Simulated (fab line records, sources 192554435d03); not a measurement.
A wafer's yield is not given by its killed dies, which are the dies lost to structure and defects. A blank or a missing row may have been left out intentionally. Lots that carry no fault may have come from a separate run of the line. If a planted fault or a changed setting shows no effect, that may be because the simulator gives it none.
fab line records -- flow n5Finfet
record lots=7, wafers=21
route steps=1938 shown ZERO_LAYER@4 WELL_APT@39 FIN_SAQP@99 FIN_CUT@173 STI_FIN_REVEAL@190
startH: start of the lot's first displayed wafer, in hours after the record's first day -- waitH: hours since the lot's step before -- " the same as in the row above -- L1.1+2: one row covering several wafers at once -- - value missing, or start not given -- * or withheld: withheld -- < > ~ a bound
route shown NAME@n: NAME is a module with steps in the file, n the number in the route of the first one -- usual: mean/standard deviation of fault-free wafers -- same: alike in all rows -- chamber/n: place in a boat -- sites: each site's reading -- _std_site: their standard deviation -- _edge_site: mean of outer sites minus mean of inner sites -- radiusMm: how far each site lies from the wafer's centre -- mask NAME#n: copy n -- behind: the last tool/chamber to shape the wafer -- hold: why the lot went on hold/how many hours it stayed there/how the hold came to an end -- device: which transistor (n, p or np) failed to switch -- end of line: tests run on the same wafers once the route is complete -- a step given without rows: its recipe and nothing more -- killed: at the first sort, the dies lost to defects and structure; wafer yield is something else -- map: a wafer's dies, marking killed ones x, the rest . and places with no die _
set.NAME: setting as actually run; set.NAME@STEP: the setting as run at that earlier step -- model.NAME: the simulator's own value behind a step, which no gauge read
one table per step and one row per wafer, for lots whose settings were changed on purpose
## steps
# step N5_ZERO_LAYER_PECVD_02
# recipe material=SiO2, targetThkA=100, tempC=400, precursor=SiH4/N2O, pressureTorr=0.75, rfW=275, timeS=6
lot.wafer,tool,chamber,startH,waitH,set.timeS,model.SiO2_of_ZERO_LAYER_PECVD_02.thkNm
L075.2,pecvd-01,1,18.28,0.0,6,9.873
L075.3,pecvd-01,0,18.28,0.0,6,9.968
L075.4,pecvd-01,0,18.28,0.0,6.544,11.13
L077.1,pecvd-02,0,30.28,0.0,5.718,9.475
L077.3,pecvd-02,2,30.28,0.0,6,9.773
L077.4,pecvd-02,2,30.28,0.0,5.718,9.578
L078.1,pecvd-04,1,36.28,0.0,5.115,8.494
L078.3,pecvd-04,1,36.28,0.0,6,10.06
L078.6,pecvd-04,1,36.28,0.0,6,9.737
L084.2,pecvd-01,0,72.28,0.0,6,9.524
L084.4,pecvd-01,0,72.28,0.0,6,10.01
L084.6,pecvd-01,2,72.28,0.0,6,9.738
L087.1,pecvd-02,2,90.28,0.0,6,9.766
L087.5,pecvd-02,0,90.28,0.0,6,10.12
L087.6,pecvd-02,1,90.28,0.0,6,10.05
L088.2,pecvd-01,0,96.30,0.0,5.684,9.4
L088.3,pecvd-01,1,96.30,0.0,6,9.9
L088.6,pecvd-01,0,96.30,0.0,6,10.04
L091.1,pecvd-02,2,114.28,0.0,6,9.738
L091.4,pecvd-02,2,114.28,0.0,6,9.913
L091.6,pecvd-02,1,114.28,0.0,6,10.16
# step N5_ZERO_LAYER_EXPOSE_08
# recipe maskId=ZERO, na=0.55, sourceShape=conventional, sigmaOuter=0.8, polarization=unpolarized, defocusNm=0, targetCdNm=2000, doseMj=16.2
lot.wafer,tool,chamber,startH,waitH,mask,set.doseMj
L075.2+3+4,krfScanner-01,0,18.60,-,ZERO#0,16.2
L077.1,krfScanner-01,0,30.47,-,ZERO#0,16.2
L077.3+4,krfScanner-01,0,30.47,-,ZERO#0,16.85
L078.1+3,krfScanner-01,0,36.49,-,ZERO#0,16.2
L078.6,krfScanner-01,0,36.49,-,ZERO#0,15.28
L084.2+4+6,krfScanner-02,0,72.47,-,ZERO#0,16.2
L087.1+5+6,krfScanner-02,0,90.47,-,ZERO#0,16.2
L088.2,krfScanner-01,0,96.61,-,ZERO#0,16.2
L088.3+6,krfScanner-01,0,96.61,-,ZERO#0,16.86
L091.1+6,krfScanner-02,0,114.59,-,ZERO#0,16.73
L091.4,krfScanner-02,0,114.59,-,ZERO#0,16.2
# step N5_ZERO_LAYER_PEB_09
# recipe pebTempC=withheld, pebTimeS=*
# step N5_ZERO_LAYER_DEVELOP_10
# recipe developTimeS=60, rinseLiquid=diw, dry=airSpin, devTempC=21
# step N5_ZERO_LAYER_HARDBAKE_23
# recipe tempC=130, timeS=120
# step N5_ZERO_LAYER_CD_MEAS_11
# recipe targetCdNm=2000, landingEnergyEv=500, detector=seInlens
# usual cdNm=2000.3/1.4
lot.wafer,tool,chamber,startH,waitH,set.doseMj@ZERO_LAYER_EXPOSE_08,cdNm
L075.2,cdSem-03,0,18.77,-,16.2,2001.7
L075.3,cdSem-03,0,18.77,-,16.2,2002.3
L075.4,cdSem-03,0,18.77,-,16.2,2000.1
L077.1,cdSem-01,0,30.64,-,16.2,1999.5
L077.3,cdSem-01,0,30.64,-,16.85,2006.0
L077.4,cdSem-01,0,30.64,-,16.85,2006.3
L078.1,cdSem-03,0,36.66,-,16.2,2001.4
L078.3,cdSem-03,0,36.66,-,16.2,2002.2
L078.6,cdSem-03,0,36.66,-,15.28,1989.8
L084.2,cdSem-01,0,72.64,-,16.2,2001.4
L084.4,cdSem-01,0,72.64,-,16.2,2000.1
L084.6,cdSem-01,0,72.64,-,16.2,1998.8
L087.1,cdSem-01,0,90.64,-,16.2,2001.4
L087.5,cdSem-01,0,90.64,-,16.2,1997.4
L087.6,cdSem-01,0,90.64,-,16.2,1998.1
L088.2,cdSem-02,0,96.78,-,16.2,2000.9
L088.3,cdSem-02,0,96.78,-,16.86,2008.0
L088.6,cdSem-02,0,96.78,-,16.86,2008.6
L091.1,cdSem-02,0,114.77,-,16.73,2005.9
L091.4,cdSem-02,0,114.77,-,16.2,2001.0
L091.6,cdSem-02,0,114.77,-,16.73,2006.4
# step N5_WELL_APT_EXPOSE_22
# recipe maskId=PWELL, na=0.8, sourceShape=conventional, sigmaOuter=0.8, polarization=unpolarized, defocusNm=0, targetCdNm=200, doseMj=23.2
lot.wafer,tool,chamber,startH,waitH,mask,set.doseMj
L075.2+3+4,krfScanner-01,0,20.91,-,PWELL#0,23.2
L077.1+3,krfScanner-02,0,32.98,-,PWELL#0,23.2
L077.4,krfScanner-02,0,32.98,-,PWELL#0,24.14
L078.1+6,krfScanner-02,0,38.55,-,PWELL#0,24.91
L078.3,krfScanner-02,0,38.55,-,PWELL#0,23.2
L084.2+4+6,krfScanner-02,0,74.65,-,PWELL#0,23.2
L087.1+5+6,krfScanner-02,0,92.63,-,PWELL#0,23.2
L088.2+3,krfScanner-02,0,98.92,-,PWELL#0,24.05
L088.6,krfScanner-02,0,98.92,-,PWELL#0,23.2
L091.1+4+6,krfScanner-01,0,117.17,-,PWELL#0,24.36
# step N5_WELL_APT_PEB_23
# recipe pebTempC=130, pebTimeS=90
lot.wafer,tool,chamber,startH,waitH,set.pebTimeS
L075.2+4,lithoTrack-02,0,20.96,0.0,90
L075.3,lithoTrack-02,0,20.96,0.0,96.23
L077.1+4,lithoTrack-05,0,33.03,0.1,90
L077.3,lithoTrack-05,0,33.03,0.1,73.05
L078.1,lithoTrack-05,0,38.61,0.1,90
L078.3+6,lithoTrack-05,0,38.61,0.1,73.14
L084.2,lithoTrack-05,0,74.70,0.0,102.2
L084.4+6,lithoTrack-05,0,74.70,0.0,90
L087.1+5+6,lithoTrack-03,0,92.69,0.1,90
L088.2+3+6,lithoTrack-05,0,98.97,0.0,90
L091.1+6,lithoTrack-05,0,117.22,0.1,81.91
L091.4,lithoTrack-05,0,117.22,0.1,90
# step N5_WELL_APT_DEVELOP_24
# recipe developTimeS=45, rinseLiquid=surfactantRinse, dry=airSpin, devTempC=21
# step N5_WELL_APT_HARDBAKE_29
# recipe tempC=130, timeS=120
# step N5_WELL_APT_CD_MEAS_25
# recipe targetCdNm=200, landingEnergyEv=500, detector=seInlens
# usual cdNm=199.1/1.3
lot.wafer,tool,chamber,startH,waitH,set.doseMj@WELL_APT_EXPOSE_22,set.pebTimeS@WELL_APT_PEB_23,cdNm
L075.2,cdSem-02,0,21.07,-,23.2,90,200.1
L075.3,cdSem-02,0,21.07,-,23.2,96.23,202.6
L075.4,cdSem-02,0,21.07,-,23.2,90,199.5
L077.1,cdSem-03,0,33.15,-,23.2,90,199.0
L077.3,cdSem-03,0,33.15,-,23.2,73.05,188.6
L077.4,cdSem-03,0,33.15,-,24.14,90,207.4
L078.1,cdSem-03,0,38.72,-,24.91,90,212.8
L078.3,cdSem-03,0,38.72,-,23.2,73.14,189.3
L078.6,cdSem-03,0,38.72,-,24.91,73.14,201.8
L084.2,cdSem-02,0,74.82,-,23.2,102.2,204.7
L084.4,cdSem-02,0,74.82,-,23.2,90,198.3
L084.6,cdSem-02,0,74.82,-,23.2,90,199.8
L087.1,cdSem-02,0,92.80,-,23.2,90,196.9
L087.5,cdSem-02,0,92.80,-,23.2,90,198.2
L087.6,cdSem-02,0,92.80,-,23.2,90,197.6
L088.2,cdSem-01,0,99.08,-,24.05,90,207.2
L088.3,cdSem-01,0,99.08,-,24.05,90,205.3
L088.6,cdSem-01,0,99.08,-,23.2,90,199.8
L091.1,cdSem-03,0,117.34,-,24.36,81.91,204.2
L091.4,cdSem-03,0,117.34,-,24.36,90,209.1
L091.6,cdSem-03,0,117.34,-,24.36,81.91,204.8
# step N5_WELL_APT_DESCUM_30
# recipe chemistry=O2, timeS=7.9, sourcePowerW=50, biasPowerW=20, pressureMtorr=20, rfFrequencyHz=2.712e+07, tempC=40, o2FlowSccm=225
lot.wafer,tool,chamber,startH,waitH,set.doseMj@WELL_APT_EXPOSE_22,set.pebTimeS@WELL_APT_PEB_23,model.WELL_APT.cdNm
L075.2,rieDiel-06,1,21.19,0.1,23.2,90,200.1
L075.3,rieDiel-06,2,21.19,0.1,23.2,96.23,202.8
L075.4,rieDiel-06,0,21.19,0.1,23.2,90,199.3
L077.1,rieDiel-05,0,33.27,0.1,23.2,90,199.4
L077.3,rieDiel-05,1,33.27,0.1,23.2,73.05,188.5
L077.4,rieDiel-05,2,33.27,0.1,24.14,90,207.4
L078.1,rieDiel-05,2,38.81,0.0,24.91,90,212.5
L078.3,rieDiel-05,1,38.81,0.0,23.2,73.14,189.2
L078.6,rieDiel-05,3,38.81,0.0,24.91,73.14,201.7
L084.2,rieDiel-05,3,74.90,0.0,23.2,102.2,204.4
L084.4,rieDiel-05,1,74.90,0.0,23.2,90,198.6
L084.6,rieDiel-05,1,74.90,0.0,23.2,90,199.6
L087.1,rieDiel-02,3,92.89,0.0,23.2,90,197.1
L087.5,rieDiel-02,1,92.89,0.0,23.2,90,198.2
L087.6,rieDiel-02,3,92.89,0.0,23.2,90,197.6
L088.2,rieDiel-05,3,99.17,0.0,24.05,90,207.2
L088.3,rieDiel-05,0,99.17,0.0,24.05,90,205.3
L088.6,rieDiel-05,0,99.17,0.0,23.2,90,199.7
L091.1,rieDiel-02,2,117.43,0.0,24.36,81.91,204.6
L091.4,rieDiel-02,1,117.43,0.0,24.36,90,209.5
L091.6,rieDiel-02,3,117.43,0.0,24.36,81.91,205
# step N5_FIN_SAQP_PECVD_48
# recipe material=SiNx, targetThkA=250, tempC=400, precursor=SiH4/NH3/N2, pressureTorr=1.5, rfW=300, timeS=22.1
lot.wafer,tool,chamber,startH,waitH,set.timeS,model.SiNx_of_FIN_SAQP_PECVD_48.thkNm
L075.2,pecvd-04,1,30.25,0.0,19.5,21.97
L075.3,pecvd-04,0,30.25,0.0,22.1,24.99
L075.4,pecvd-04,1,30.25,0.0,19.5,22.22
L077.1+3,pecvd-03,"2,0",39.72,0.0,22.1,25.01
L077.4,pecvd-03,1,39.72,0.0,22.1,24.95
L078.1,pecvd-03,1,44.66,0.0,22.1,24.57
L078.3,pecvd-03,0,44.66,0.0,21.04,23.71
L078.6,pecvd-03,0,44.66,0.0,22.1,25.48
L084.2,pecvd-04,2,81.08,0.0,19.09,21.78
L084.4,pecvd-04,1,81.08,0.0,19.09,21.74
L084.6,pecvd-04,0,81.08,0.0,22.1,25.46
L087.1,pecvd-02,2,98.73,0.0,22.1,24.79
L087.5,pecvd-02,2,98.73,0.0,22.1,25.43
L087.6,pecvd-02,1,98.73,0.0,22.1,24.98
L088.2,pecvd-04,0,105.71,0.0,22.1,24.58
L088.3,pecvd-04,1,105.71,0.0,19.56,21.64
L088.6,pecvd-04,2,105.71,0.0,19.56,21.96
L091.1,pecvd-02,0,123.59,0.0,23.73,26.48
L091.4,pecvd-02,2,123.59,0.0,22.1,25.5
L091.6,pecvd-02,1,123.59,0.0,22.1,25.06
# step N5_FIN_SAQP_PEB_14
# recipe pebTempC=withheld, pebTimeS=60, resist=CAR-ArF
lot.wafer,tool,chamber,startH,waitH,set.pebTimeS
L075.2+3+4,lithoTrack-04,0,30.85,0.1,60
L077.1+3+4,lithoTrack-02,0,40.29,0.1,60
L078.1+3+6,lithoTrack-03,0,45.21,0.1,60
L084.2+4+6,lithoTrack-03,0,81.50,0.0,60
L087.1+5+6,lithoTrack-03,0,99.28,0.1,60
L088.2+3,lithoTrack-04,0,106.26,0.0,60
L088.6,lithoTrack-04,0,106.26,0.0,67.25
L091.1+4,lithoTrack-02,0,124.16,0.1,60
L091.6,lithoTrack-02,0,124.16,0.1,71.57
# step N5_FIN_SAQP_DEVELOP_15
# recipe developTimeS=30, developer=TMAH, resist=CAR-ArF, devTempC=23, rinseLiquid=diw, dry=airSpin
# step N5_FIN_SAQP_CD_MEAS_16
# recipe targetCdNm=35.6, landingEnergyEv=500, detector=seInlens
# usual cdNm=35.60/0.27
lot.wafer,tool,chamber,startH,waitH,set.pebTimeS@FIN_SAQP_PEB_14,cdNm
L075.2,cdSem-01,0,30.92,-,60,35.98
L075.3,cdSem-01,0,30.92,-,60,35.55
L075.4,cdSem-01,0,30.92,-,60,36.05
L077.1,cdSem-02,0,40.36,-,60,35.65
L077.3,cdSem-02,0,40.36,-,60,35.32
L077.4,cdSem-02,0,40.36,-,60,35.58
L078.1,cdSem-03,0,45.28,-,60,35.69
L078.3,cdSem-03,0,45.28,-,60,35.69
L078.6,cdSem-03,0,45.28,-,60,35.73
L084.2,cdSem-01,0,81.57,-,60,35.60
L084.4,cdSem-01,0,81.57,-,60,35.62
L084.6,cdSem-01,0,81.57,-,60,35.44
L087.1,cdSem-03,0,99.34,-,60,35.78
L087.5,cdSem-03,0,99.34,-,60,35.50
L087.6,cdSem-03,0,99.34,-,60,35.44
L088.2,cdSem-03,0,106.33,-,60,35.80
L088.3,cdSem-03,0,106.33,-,60,36.09
L088.6,cdSem-03,0,106.33,-,67.25,34.31
L091.1,cdSem-02,0,124.23,-,60,35.48
L091.4,cdSem-02,0,124.23,-,60,35.69
L091.6,cdSem-02,0,124.23,-,71.57,33.24
# step N5_FIN_SAQP_MANDREL1_REMOVE_56
# recipe chemistry=HBr/Cl2/O2, btTimeS=10, target=a-Si, stopOn=SiNx, endpoint=OES-SiCl, overEtchFrac=1, icpW=600, biasW=22, HBr_flow_sccm=150, Cl2_flow_sccm=80, O2_flow_sccm=5, pressureMtorr=10
# step N5_FIN_SAQP_ETCH_57
# recipe chemistry=CH3F/O2, target=SiNx, maskMaterial=SiO2, targetDepthA=325, timeS=46.4, pressureMtorr=30, sourceW=395, biasW=73, Ar_flow_sccm=150, CH3F_flow_sccm=30, O2_flow_sccm=20, ionEnergyEv=120, ends=cleared
# usual etchRfOnTimeS=46.5/0.79
lot.wafer,tool,chamber,startH,waitH,set.timeS@FIN_SAQP_PECVD_48,etchRfOnTimeS,model.etch.depthNm
L075.2,rieDiel-05,0,33.19,0.0,19.5,40.6,21.97
L075.3,rieDiel-05,3,33.19,0.0,22.1,46.8,24.97
L075.4,rieDiel-05,1,33.19,0.0,19.5,41.7,22.22
L077.1,rieDiel-06,1,42.51,0.0,22.1,46.4,25.01
L077.3,rieDiel-06,2,42.51,0.0,22.1,46.9,25.01
L077.4,rieDiel-06,0,42.51,0.0,22.1,47.1,24.95
L078.1,rieDiel-02,1,47.47,0.0,22.1,46.2,24.57
L078.3,rieDiel-02,0,47.47,0.0,21.04,44.9,23.69
L078.6,rieDiel-02,1,47.47,0.0,22.1,48.2,25.48
L084.2,rieDiel-02,3,84.01,0.1,19.09,40.4,21.69
L084.4,rieDiel-02,1,84.01,0.1,19.09,40.7,21.65
L084.6,rieDiel-02,0,84.01,0.1,22.1,48.2,25.38
L087.1,rieDiel-02,3,101.65,0.0,22.1,46.2,24.79
L087.5,rieDiel-02,3,101.65,0.0,22.1,47.1,25.43
L087.6,rieDiel-02,2,101.65,0.0,22.1,47.0,24.98
L088.2,rieDiel-06,3,109.90,0.0,22.1,45.4,24.58
L088.3,rieDiel-06,1,109.90,0.0,19.56,39.9,21.56
L088.6,rieDiel-06,1,109.90,0.0,19.56,40.3,21.88
L091.1,rieDiel-05,2,126.80,0.0,23.73,49.6,26.48
L091.4,rieDiel-05,2,126.80,0.0,22.1,47.4,25.5
L091.6,rieDiel-05,3,126.80,0.0,22.1,46.7,25.05
# step N5_FIN_CUT_CUT_ETCH_26
# recipe chemistry=CH3F/O2, target=SiNx, targetDepthA=390, maskMaterial=SOC, timeS=55.7, pressureMtorr=30, sourceW=395, biasW=73, Ar_flow_sccm=150, CH3F_flow_sccm=30, O2_flow_sccm=20, ionEnergyEv=120
lot.wafer,tool,chamber,startH,waitH,set.timeS,model.etch.depthNm,model.SOC_of_FIN_CUT_COAT_18.thkNm
L075.2,rieDiel-04,1,36.43,0.0,55.7,39.93,210.8
L075.3,rieDiel-04,2,36.43,0.0,52.38,36.91,212.6
L075.4,rieDiel-04,0,36.43,0.0,52.38,36.89,212.8
L077.1,rieDiel-03,3,46.02,0.0,49.5,34.91,214.4
L077.3,rieDiel-03,2,46.02,0.0,49.5,34.97,214
L077.4,rieDiel-03,0,46.02,0.0,55.7,39,212
L078.1,rieDiel-01,2,50.89,0.0,55.7,39.01,211.6
L078.3,rieDiel-01,3,50.89,0.0,62.16,45.53,207.4
L078.6,rieDiel-01,2,50.89,0.0,55.7,39.21,211
L084.2,rieDiel-04,2,86.96,0.0,55.7,38.79,212
L084.4,rieDiel-04,1,86.96,0.0,55.7,39.52,212.2
L084.6,rieDiel-04,3,86.96,0.0,55.7,38.99,212.2
L087.1,rieDiel-01,1,104.68,0.0,55.7,38.69,211.4
L087.5,rieDiel-01,3,104.68,0.0,55.7,40.27,210.6
L087.6,rieDiel-01,1,104.68,0.0,55.7,39.2,211.4
L088.2,rieDiel-04,3,113.38,0.0,63.82,43.46,209.8
L088.3,rieDiel-04,2,113.38,0.0,55.7,38.42,212
L088.6,rieDiel-04,3,113.38,0.0,63.82,43.49,209
L091.1,rieDiel-01,2,129.85,0.0,55.7,39.35,212
L091.4,rieDiel-01,1,129.85,0.0,66.12,47.11,208.4
L091.6,rieDiel-01,1,129.85,0.0,55.7,39.5,212.2
# step N5_FIN_CUT_CUT_ETCH_27
# recipe chemistry=CHF3/O2, target=SiO2, targetDepthA=40, maskMaterial=SOC, overetchA=20, timeS=4.9, pressureMtorr=30, sourceW=650, biasW=170, Ar_flow_sccm=200, CHF3_flow_sccm=50, O2_flow_sccm=5, ionEnergyEv=200
# step N5_FIN_CUT_PRECLEAN_35
# recipe timeS=13.3, tempC=45, pressureTorr=125, pHfTorr=3, pCoreactantTorr=25, chemistry=vHF
# step N5_FIN_CUT_CUT_ETCH_15
# recipe chemistry=HBr/Cl2/O2, target=Si, targetDepthA=1000, btTimeS=10, maskMaterial=SOC, timeS=42.4, ionEnergyEv=*, biasW=*, pressureMtorr=10, icpW=800, HBr_flow_sccm=150, Cl2_flow_sccm=80, O2_flow_sccm=12
lot.wafer,tool,chamber,startH,waitH,set.timeS@FIN_CUT_CUT_ETCH_26,model.SOC_of_FIN_CUT_COAT_18.thkNm
L075.2,rieSi-06,1,36.71,0.1,55.7,169.8
L075.3+4,rieSi-06,"0,2",36.71,0.1,52.38,171.6
L077.1,rieSi-04,3,46.22,0.1,49.5,173.2
L077.3,rieSi-04,0,46.22,0.1,49.5,172.8
L077.4,rieSi-04,2,46.22,0.1,55.7,171
L078.1,rieSi-06,3,51.08,0.1,55.7,170
L078.3,rieSi-06,1,51.08,0.1,62.16,166.2
L078.6,rieSi-06,1,51.08,0.1,55.7,169.8
L084.2,rieSi-06,3,87.15,0.1,55.7,169.8
L084.4,rieSi-06,1,87.15,0.1,55.7,170.6
L084.6,rieSi-06,0,87.15,0.1,55.7,170.8
L087.1,rieSi-06,3,106.32,0.1,55.7,169.8
L087.5,rieSi-06,1,106.32,0.1,55.7,169
L087.6,rieSi-06,0,106.32,0.1,55.7,170.4
L088.2,rieSi-02,1,113.57,0.1,63.82,167.6
L088.3,rieSi-02,2,113.57,0.1,55.7,171.6
L088.6,rieSi-02,0,113.57,0.1,63.82,167.4
L091.1,rieSi-02,2,130.04,0.1,55.7,171.4
L091.4,rieSi-02,1,130.04,0.1,66.12,167.2
L091.6,rieSi-02,3,130.04,0.1,55.7,171.2
# step N5_FIN_CUT_CUT_ETCH_28
# recipe chemistry=HBr/Cl2/O2, target=Si, targetDepthA=60, maskMaterial=SOC, timeS=2.4, ionEnergyEv=*, biasW=*, pressureMtorr=10, icpW=800, HBr_flow_sccm=150, Cl2_flow_sccm=80, O2_flow_sccm=12
lot.wafer,tool,chamber,startH,waitH,set.timeS@FIN_CUT_CUT_ETCH_26,model.SOC_of_FIN_CUT_COAT_18.thkNm
L075.2,rieSi-06,1,36.77,0.0,55.7,168
L075.3,rieSi-06,0,36.77,0.0,52.38,169.8
L075.4,rieSi-06,2,36.77,0.0,52.38,170
L077.1,rieSi-04,3,46.27,0.0,49.5,171.4
L077.3,rieSi-04,0,46.27,0.0,49.5,171
L077.4,rieSi-04,2,46.27,0.0,55.7,169.4
L078.1,rieSi-06,3,51.14,0.0,55.7,168.2
L078.3,rieSi-06,1,51.14,0.0,62.16,164.6
L078.6,rieSi-06,1,51.14,0.0,55.7,168
L084.2,rieSi-06,3,87.21,0.0,55.7,168
L084.4,rieSi-06,1,87.21,0.0,55.7,168.8
L084.6,rieSi-06,0,87.21,0.0,55.7,169
L087.1,rieSi-06,3,106.38,0.0,55.7,168
L087.5,rieSi-06,1,106.38,0.0,55.7,167.2
L087.6,rieSi-06,0,106.38,0.0,55.7,168.6
L088.2,rieSi-02,1,113.63,0.0,63.82,165.8
L088.3,rieSi-02,2,113.63,0.0,55.7,169.8
L088.6,rieSi-02,0,113.63,0.0,63.82,165.6
L091.1,rieSi-02,2,130.09,0.0,55.7,169.6
L091.4,rieSi-02,1,130.09,0.0,66.12,165.6
L091.6,rieSi-02,3,130.09,0.0,55.7,169.4
# step N5_STI_FIN_REVEAL_ETCHBACK_08
# recipe chemistry=C4F6/O2, target=SiO2, targetDepthA=305, timeS=10.167, ionEnergyEv=250, pressureMtorr=30, sourceW=345, biasW=185, Ar_flow_sccm=300, C4F6_flow_sccm=10, O2_flow_sccm=10
lot.wafer,tool,chamber,startH,waitH,set.timeS
L075.2+3+4,rieDiel-06,"1,2,3",42.66,0.2,10.167
L077.1,rieDiel-02,3,53.25,0.2,8.547
L077.3+4,rieDiel-02,"2,1",53.25,0.2,10.167
L078.1+3,rieDiel-02,"2,1",57.62,0.2,7.976
L078.6,rieDiel-02,1,57.62,0.2,10.167
L084.2+6,rieDiel-05,"0,3",93.55,0.2,10.167
L084.4,rieDiel-05,3,93.55,0.2,8.062
L087.1+5+6,rieDiel-05,"0,3,0",112.75,0.2,10.167
L088.2+6,rieDiel-05,0,119.64,0.2,9.188
L088.3,rieDiel-05,2,119.64,0.2,10.167
L091.1,rieDiel-02,1,136.08,0.2,8.215
L091.4+6,rieDiel-02,"2,0",136.08,0.2,10.167
# step N5_STI_FIN_REVEAL_PRECLEAN_17
# recipe chemistry=NF3:NH3, afsCycles=1, tempC=30, timeS=20, sublimationTempC=180, sublimationTimeS=60, pressureTorr=3, rfPowerW=30
lot.wafer,tool,chamber,startH,waitH,set.timeS
L075.2+3,remotePlasma-02,0,44.83,0.1,16.21
L075.4,remotePlasma-02,0,44.83,0.1,20
L077.1+3+4,remotePlasma-01,0,55.39,0.0,20
L078.1+6,remotePlasma-02,1,59.76,0.0,20
L078.3,remotePlasma-02,1,59.76,0.0,24.14
L084.2+4+6,remotePlasma-02,0,95.72,0.1,20
L087.1+5+6,remotePlasma-02,0,114.89,0.0,20
L088.2+6,remotePlasma-02,1,122.36,0.1,20
L088.3,remotePlasma-02,1,122.36,0.1,15.99
L091.1+4+6,remotePlasma-01,1,138.36,0.0,23.57
# step N5_STI_FIN_REVEAL_ETCH_34
# recipe chemistry=H2, mode=isotropic, material=Si, target=Si, targetDepthA=9.7, tempC=20, pressureMtorr=4.5, icpW=300, biasW=0, h2FlowSccm=7.5, heFlowSccm=142.5
# step N5_STI_FIN_REVEAL_OXIDATION_31
# recipe chemistry=O2_PLASMA_REMOTE, tempC=150, timeS=20, pressureMtorr=1000, sourcePowerW=2000, o2FlowSccm=3000
# step N5_STI_FIN_REVEAL_SRD_23
# recipe dry=ipaMarangoni, timeS=30, tempC=23, rinseLiquid=diw
# step N5_STI_FIN_REVEAL_FIN_H_MEAS_10
# usual trenchDepthNm=51.7/0.67
lot.wafer,tool,chamber,startH,waitH,set.timeS@STI_FIN_REVEAL_ETCHBACK_08,trenchDepthNm
L075.2,ocd-01,-,45.61,0.0,10.167,50.9
L075.3,ocd-01,-,45.61,0.0,10.167,50.4
L075.4,ocd-01,-,45.61,0.0,10.167,51.5
L077.1,ocd-02,-,56.20,0.0,8.547,47.0
L077.3,ocd-02,-,56.20,0.0,10.167,51.3
L077.4,ocd-02,-,56.20,0.0,10.167,50.9
L078.1,ocd-02,-,61.07,0.0,7.976,45.3
L078.3,ocd-02,-,61.07,0.0,7.976,46.0
L078.6,ocd-02,-,61.07,0.0,10.167,51.7
L084.2,ocd-01,-,96.51,0.0,10.167,52.0
L084.4,ocd-01,-,96.51,0.0,8.062,45.9
L084.6,ocd-01,-,96.51,0.0,10.167,51.5
L087.1,ocd-01,-,115.98,0.0,10.167,51.6
L087.5,ocd-01,-,115.98,0.0,10.167,51.2
L087.6,ocd-01,-,115.98,0.0,10.167,51.8
L088.2,ocd-01,-,123.45,0.0,9.188,50.0
L088.3,ocd-01,-,123.45,0.0,10.167,51.1
L088.6,ocd-01,-,123.45,0.0,9.188,50.0
L091.1,ocd-02,-,139.17,0.0,8.215,45.9
L091.4,ocd-02,-,139.17,0.0,10.167,51.8
L091.6,ocd-02,-,139.17,0.0,10.167,51.4
## key
split step=N5_ZERO_LAYER_PECVD_02, setting=timeS, stated=6, by=wafer
response step=N5_ZERO_LAYER_PECVD_02, reading=model.SiO2_of_ZERO_LAYER_PECVD_02.thkNm, change=+0.103, per=1%, r=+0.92
split step=N5_ZERO_LAYER_EXPOSE_08, setting=doseMj, stated=16.2, by=wafer
response step=N5_ZERO_LAYER_CD_MEAS_11, reading=cdNm, change=+1.87, per=1%, r=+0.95
split step=N5_WELL_APT_EXPOSE_22, setting=doseMj, stated=23.2, by=wafer
response step=N5_WELL_APT_CD_MEAS_25, reading=cdNm, slope=+1.84, per=1%, togetherWith=pebTimeS@WELL_APT_PEB_23, explained=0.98
response step=N5_WELL_APT_DESCUM_30, reading=model.WELL_APT.cdNm, slope=+1.82, per=1%, togetherWith=pebTimeS@WELL_APT_PEB_23, explained=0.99
split step=N5_WELL_APT_PEB_23, setting=pebTimeS, stated=90, by=wafer
response step=N5_WELL_APT_CD_MEAS_25, reading=cdNm, slope=+0.529, per=1%, togetherWith=doseMj@WELL_APT_EXPOSE_22, explained=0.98
response step=N5_WELL_APT_DESCUM_30, reading=model.WELL_APT.cdNm, slope=+0.531, per=1%, togetherWith=doseMj@WELL_APT_EXPOSE_22, explained=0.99
split step=N5_FIN_SAQP_PECVD_48, setting=timeS, stated=22.1, by=wafer
response step=N5_FIN_SAQP_PECVD_48, reading=model.SiNx_of_FIN_SAQP_PECVD_48.thkNm, change=+0.247, per=1%, r=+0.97
response step=N5_FIN_SAQP_ETCH_57, reading=etchRfOnTimeS, change=*, per=1%, r=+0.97
response step=N5_FIN_SAQP_ETCH_57, reading=model.etch.depthNm, change=+0.248, per=1%, r=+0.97
split step=N5_FIN_SAQP_PEB_14, setting=pebTimeS, stated=60, by=wafer
response step=N5_FIN_SAQP_CD_MEAS_16, reading=cdNm, change=-0.125, per=1%, r=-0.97
split step=N5_FIN_CUT_CUT_ETCH_26, setting=timeS, stated=55.7, by=wafer
response step=N5_FIN_CUT_CUT_ETCH_26, reading=model.etch.depthNm, change=+0.415, per=1%, r=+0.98
response step=N5_FIN_CUT_CUT_ETCH_26, reading=model.SOC_of_FIN_CUT_COAT_18.thkNm, change=-0.22, per=1%, r=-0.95
response step=N5_FIN_CUT_CUT_ETCH_15, reading=model.SOC_of_FIN_CUT_COAT_18.thkNm, change=-0.248, per=1%, r=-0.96
response step=N5_FIN_CUT_CUT_ETCH_28, reading=model.SOC_of_FIN_CUT_COAT_18.thkNm, change=-0.239, per=1%, r=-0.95
split step=N5_STI_FIN_REVEAL_ETCHBACK_08, setting=timeS, stated=10.167, by=wafer
response step=N5_STI_FIN_REVEAL_FIN_H_MEAS_10, reading=trenchDepthNm, change=+0.272, per=1%, r=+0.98
split step=N5_STI_FIN_REVEAL_PRECLEAN_17, setting=timeS, stated=20, by=wafer
response none clear
